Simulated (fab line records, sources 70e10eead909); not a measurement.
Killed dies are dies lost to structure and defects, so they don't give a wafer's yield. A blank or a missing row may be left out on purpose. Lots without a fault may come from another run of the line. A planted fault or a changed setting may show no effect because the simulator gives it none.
Which tool did it? | flow nand_harc | 24 lots, 72 wafers sampled, at 2 steps of a route of 1159

WHAT THE GAUGES READ, wafer by wafer
NHARC_A_CHANNEL_HOLE_D1_OVL_MEAS_11. Usual: overlay_x_nm 0.5 nm, standard deviation 0.72; overlay_y_nm -0.2 nm, standard deviation 0.75.
lot  | measured     | on         | overlay_x_nm (nm) | overlay_y_nm (nm) | flag
L074 | day 8 05:55  | overlay-02 | 1.4 1.8 1.9       | 0.3 -0.1 -0.2     |
L075 | day 8 06:22  | overlay-01 | -0.5 -0.5 -0.3    | -0.6 -0.2 -0.8    |
L076 | day 8 16:38  | overlay-01 | 0.9 1.2 1.2       | -0.1 0.7 -0.4     |
L077 | day 8 21:06  | overlay-02 | 0.5 0.4 0.6       | -0.1 -0.5 -0.3    |
L078 | day 9 01:19  | overlay-02 | 0.5 0.6 0.6       | -2.2 -2.3 -2.0    |
L079 | day 9 13:06  | overlay-01 | 0.7 1.0 0.1       | -0.4 0.0 0.0      |
L080 | day 9 13:11  | overlay-02 | 0.9 0.8 0.8       | 0.0 0.6 0.5       |
L082 | day 10 00:33 | overlay-01 | 1.9 2.6 2.1       | -1.0 -1.2 -1.3    |
L083 | day 10 01:31 | overlay-01 | 0.4 -0.1 0.3      | -0.8 -0.2 -0.5    |
L081 | day 10 01:41 | overlay-01 | 0.8 0.2 0.8       | -0.5 -1.0 -0.9    |
L084 | day 10 20:59 | overlay-02 | -0.1 -0.4 -0.3    | 0.7 0.7 0.5       |
L085 | day 10 22:29 | overlay-02 | 0.7 0.5 0.6       | 0.5 0.9 0.5       |
L087 | day 11 12:29 | overlay-01 | 0.1 -0.2 0.0      | 0.6 0.7 0.7       |
L086 | day 11 12:38 | overlay-02 | 1.3 0.4 0.5       | -0.7 -1.0 -0.4    |
L088 | day 11 13:13 | overlay-02 | -0.2 -0.3 0.2     | 0.7 -0.1 0.5      |
L089 | day 12 02:52 | overlay-02 | -0.5 -0.1 -0.6    | 1.1 1.1 0.3       |
L091 | day 12 10:46 | overlay-01 | -0.2 0.0 -1.0     | -0.1 -0.3 0.2     |
L090 | day 12 11:14 | overlay-01 | 0.6 0.3 1.1       | -0.1 -0.1 -0.2    |
L092 | day 12 20:19 | overlay-02 | -0.2 0.1 0.4      | -0.3 -0.5 0.3     |
L093 | day 12 21:52 | overlay-02 | 0.8 1.5 1.2       | 0.0 0.1 0.1       |
L095 | day 13 04:54 | overlay-02 | 1.9 1.2 0.8       | 0.2 0.6 0.8       |
L094 | day 13 05:03 | overlay-01 | -0.4 -0.7 0.4     | -0.8 0.3 -0.2     |
L097 | day 13 21:43 | overlay-02 | 0.0 -0.6 -0.3     | -0.7 -1.1 -0.2    |
L096 | day 13 22:10 | overlay-02 | 0.6 0.3 0.8       | -1.6 -1.9 -1.5    |

NHARC_A_CHANNEL_HOLE_D1_CD_MEAS_18. Usual: cd_nm 98.9 nm, standard deviation 2.1.
lot  | measured     | on        | cd_nm (nm)        | flag
L074 | day 8 07:08  | cd_sem-03 | 105.2 104.8 103.5 |
L075 | day 8 07:34  | cd_sem-03 | 96.3 97.3 96.7    |
L076 | day 8 17:50  | cd_sem-03 | 96.1 96.7 97.8    |
L077 | day 8 22:19  | cd_sem-02 | 97.1 100.8 100.4  |
L078 | day 9 02:33  | cd_sem-03 | 99.3 100.9 97.7   |
L079 | day 9 14:19  | cd_sem-01 | 97.6 98.8 97.0    |
L080 | day 9 14:23  | cd_sem-03 | 99.4 100.1 98.1   |
L082 | day 10 01:46 | cd_sem-01 | 98.3 101.7 98.4   |
L083 | day 10 02:44 | cd_sem-01 | 93.8 99.9 97.8    |
L081 | day 10 02:53 | cd_sem-02 | 98.1 95.9 97.5    |
L084 | day 10 22:11 | cd_sem-01 | 98.8 100.1 101.3  |
L085 | day 10 23:41 | cd_sem-03 | 99.6 96.8 99.2    |
L087 | day 11 13:42 | cd_sem-02 | 102.7 96.4 96.7   |
L086 | day 11 13:50 | cd_sem-01 | 99.5 97.0 97.9    |
L088 | day 11 14:26 | cd_sem-02 | 99.3 100.5 100.8  |
L089 | day 12 04:04 | cd_sem-02 | 98.3 101.0 100.3  |
L091 | day 12 11:58 | cd_sem-01 | 100.0 97.7 100.6  |
L090 | day 12 12:27 | cd_sem-01 | 101.8 101.4 98.3  |
L092 | day 12 21:32 | cd_sem-01 | 99.5 96.3 99.5    |
L093 | day 12 23:04 | cd_sem-01 | 98.2 96.4 95.9    |
L095 | day 13 06:07 | cd_sem-02 | 101.4 99.2 94.7   |
L094 | day 13 06:16 | cd_sem-03 | 98.2 101.5 99.5   |
L097 | day 13 22:55 | cd_sem-01 | 100.2 98.1 98.6   |
L096 | day 13 23:22 | cd_sem-01 | 95.4 98.4 97.7    |

WHICH TOOL RAN EACH LOT (tool, then ch and the chambers of the sampled wafers, then the start)
The record holds no process step before these readings.

WHAT THE TOOLS THEMSELVES READ (means of the sampled wafers that have a number; where no wafer has one, the mark that the record gives instead)
The record holds no such reading with a usual standard deviation.

THE ANSWER, worked out from the rows above alone
Rule: a lot is off if the mean of its wafers that have a number lies more than 3 standard deviations from the usual mean. A lot without any number at a reading at which 4 lots or more have one is off too. The other lots that the step has rows for count as sound. The gauges are gone through in route order, then the tools' own readings, and for those a lot's mean is taken as printed above. The first step at which some lot is off is used, and at that step the reading that is off furthest; a lot without a number counts as furthest.
No lot is off at any reading shown: from this, nothing can be told.

WHAT THE SIMULATOR HAD PUT IN
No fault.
